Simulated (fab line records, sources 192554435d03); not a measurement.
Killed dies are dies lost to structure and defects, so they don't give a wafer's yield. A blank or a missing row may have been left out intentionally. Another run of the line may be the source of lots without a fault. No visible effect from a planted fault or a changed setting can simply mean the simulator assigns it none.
What tool caused it? | flow n5 finfet | 24 lots with 72 wafers sampled at 2 steps, on a route of 1938 steps

WHAT THE GAUGES SHOWED, per wafer
N5_BEOL_M1_OCD_MEAS_38. Usual: 55.1 nm for trench depth nm, sd 0.88.
lot  | measured     | on     | trench depth nm (nm) | flag
L074 | day 6 07:25  | ocd-02 | 55.3 54.0 54.4       |
L075 | day 6 13:15  | ocd-01 | 54.1 55.0 54.9       |
L076 | day 6 18:31  | ocd-02 | 54.9 55.4 56.4       |
L078 | day 7 08:06  | ocd-02 | 56.2 56.3 55.4       |
L077 | day 7 08:14  | ocd-01 | 53.3 55.8 55.0       |
L079 | day 7 19:44  | ocd-02 | 56.2 54.8 55.6       |
L080 | day 7 19:49  | ocd-02 | 55.7 56.1 56.8       |
L081 | day 7 22:31  | ocd-01 | 55.0 55.4 55.5       |
L082 | day 8 11:07  | ocd-01 | 56.2 55.4 56.6       |
L083 | day 8 14:35  | ocd-01 | 54.5 54.3 55.2       |
L084 | day 8 18:38  | ocd-02 | 54.2 55.4 55.7       |
L085 | day 9 08:14  | ocd-01 | 54.6 54.4 54.6       |
L086 | day 9 11:25  | ocd-02 | 54.4 54.1 53.8       |
L087 | day 9 14:49  | ocd-02 | 55.0 54.7 55.5       |
L088 | day 9 17:23  | ocd-01 | 55.3 55.1 53.9       |
L089 | day 10 02:47 | ocd-01 | 53.9 55.0 55.6       |
L091 | day 10 09:51 | ocd-01 | 56.2 55.1 55.0       |
L090 | day 10 13:12 | ocd-01 | 55.8 54.9 54.7       |
L092 | day 11 00:40 | ocd-02 | 54.5 54.3 54.6       |
L093 | day 11 03:38 | ocd-01 | 52.9 55.0 54.4       |
L094 | day 11 08:36 | ocd-02 | 54.8 55.8 54.8       |
L095 | day 11 16:41 | ocd-01 | 55.1 56.0 55.6       |
L096 | day 11 20:15 | ocd-01 | 56.4 55.0 56.3       |
L097 | day 11 21:51 | ocd-02 | 54.5 55.2 56.2       |

N5_BEOL_M1_CD_MEAS_35: target cd 18 nm, target cd y 21 nm. Usual: 18.0 nm for cd nm, sd 0.32.
lot  | measured     | on        | cd nm (nm)     | flag
L074 | day 6 07:34  | cd sem-03 | 18.0 18.3 17.6 |
L075 | day 6 13:24  | cd sem-02 | 18.4 18.4 18.3 |
L076 | day 6 18:40  | cd sem-02 | 18.2 18.5 17.6 |
L078 | day 7 08:16  | cd sem-02 | 18.1 17.5 17.9 |
L077 | day 7 08:23  | cd sem-02 | 17.8 17.9 18.3 |
L079 | day 7 19:53  | cd sem-03 | 17.6 17.8 18.0 |
L080 | day 7 19:58  | cd sem-02 | 17.9 18.2 17.8 |
L081 | day 7 22:40  | cd sem-01 | 18.8 18.4 18.7 |
L082 | day 8 11:17  | cd sem-01 | 17.6 18.1 17.9 |
L083 | day 8 14:44  | cd sem-03 | 18.1 18.3 18.5 |
L084 | day 8 18:47  | cd sem-02 | 17.8 17.4 17.7 |
L085 | day 9 08:23  | cd sem-03 | 17.8 17.7 17.8 |
L086 | day 9 11:34  | cd sem-02 | 17.5 17.4 18.0 |
L087 | day 9 14:59  | cd sem-03 | 17.8 18.0 17.6 |
L088 | day 9 17:32  | cd sem-02 | 17.5 17.5 18.1 |
L089 | day 10 02:56 | cd sem-02 | 18.0 17.8 17.5 |
L091 | day 10 10:01 | cd sem-03 | 18.1 18.2 18.4 |
L090 | day 10 13:21 | cd sem-03 | 18.1 17.7 17.5 |
L092 | day 11 00:49 | cd sem-03 | 17.8 18.6 18.2 |
L093 | day 11 03:53 | cd sem-01 | 18.2 18.0 18.6 |
L094 | day 11 08:45 | cd sem-03 | 18.4 18.0 17.9 |
L095 | day 11 16:50 | cd sem-03 | 18.3 18.0 18.6 |
L096 | day 11 20:24 | cd sem-01 | 18.1 18.2 17.7 |
L097 | day 11 22:01 | cd sem-03 | 17.8 18.1 17.8 |

TOOL THAT RAN EACH LOT (tool first, then ch and the chambers of the sampled wafers, then the start)
There is no process step in the record ahead of these readings.

WHAT THE TOOLS THEMSELVES READ (means of the sampled wafers that have a number; where no wafer has one, the mark that the record gives instead)
The record holds no such reading with a usual standard deviation.

THE ANSWER, worked out from the rows above alone
Rule: lot off if the mean of its wafers having a number is beyond 3 standard deviations from the usual mean. A lot without any number at a reading at which 4 lots or more have one is off too. The other lots that the step has rows for count as sound. The gauges are gone through in route order, then the tools' own readings, and for those a lot's mean is taken as printed above. At the first step where some lot is off, the reading lying furthest off is the one used; lots without a number count as furthest.
None of the lots is off at any reading shown; this tells nothing.

WHAT HAD BEEN PUT IN BY THE SIMULATOR
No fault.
